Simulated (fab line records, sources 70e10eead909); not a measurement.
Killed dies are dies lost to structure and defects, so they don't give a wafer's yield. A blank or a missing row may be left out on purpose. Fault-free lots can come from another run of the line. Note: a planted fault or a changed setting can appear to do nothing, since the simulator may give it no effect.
Matching of chambers | flow nand-harc | NHARC_A_STAIRCASE_DEP_259 on pecvd-01 has 3 sister chambers
The step deposits SiON, target thk 30 nm. 6 wafers are shown with their chamber, then 10 later ones without.

WAFERS PAIRED WITH THEIR CHAMBERS
wafer  | chamber | heater-power-w (W) | heater-power-outer-w (W)
L086.3 | 2       | 843                | 529
L090.3 | 2       | 778                | 480
L090.4 | 0       | 831                | 465
L090.5 | 1       | 547                | 347
L089.2 | 0       | 751                | 392
L089.3 | 1       | 565                | 341

WAFERS WITH NO CHAMBER GIVEN
wafer  | heater-power-w (W) | heater-power-outer-w (W)
L089.5 | 549                | 342
L092.1 | 774                | 477
L092.5 | 819                | 433
L092.6 | 475                | 281
L096.1 | 754                | 446
L096.2 | 758                | 405
L096.3 | 565                | 353
L097.2 | 758                | 407
L097.3 | 601                | 361
L097.6 | 849                | 533

CHAMBER TAKEN BY EACH
wafer  | from the rows above     | in truth
L089.5 | 1                       | 1
L092.1 | can't be placed: 2 or 0 | 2
L092.5 | can't be placed: 0 or 2 | 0
L092.6 | 1                       | 1
L096.1 | can't be placed: 0 or 2 | 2
L096.2 | 0                       | 0
L096.3 | 1                       | 1
L097.2 | can't be placed: 0 or 2 | 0
L097.3 | 1                       | 1
L097.6 | 2                       | 2
Correct placement for 6 of the 10. Cannot be placed on the basis of these rows: 4; the candidates contain the true chamber in 4. Wrongly placed: 0.
How it was worked out, from the rows above alone: a wafer's distance from a chamber is the root of the sum, over the readings, of the square of ((its reading less the chamber's mean) divided by the reading's scatter). The wafer belongs to the nearest chamber; if the next one is less than 2 further off, it can't be placed. Each chamber's mean is taken over the wafers shown for it. The scatter: the root of (the sum of the squares of (reading less its chamber's mean) over the shown wafers, divided by (wafers less chambers)).
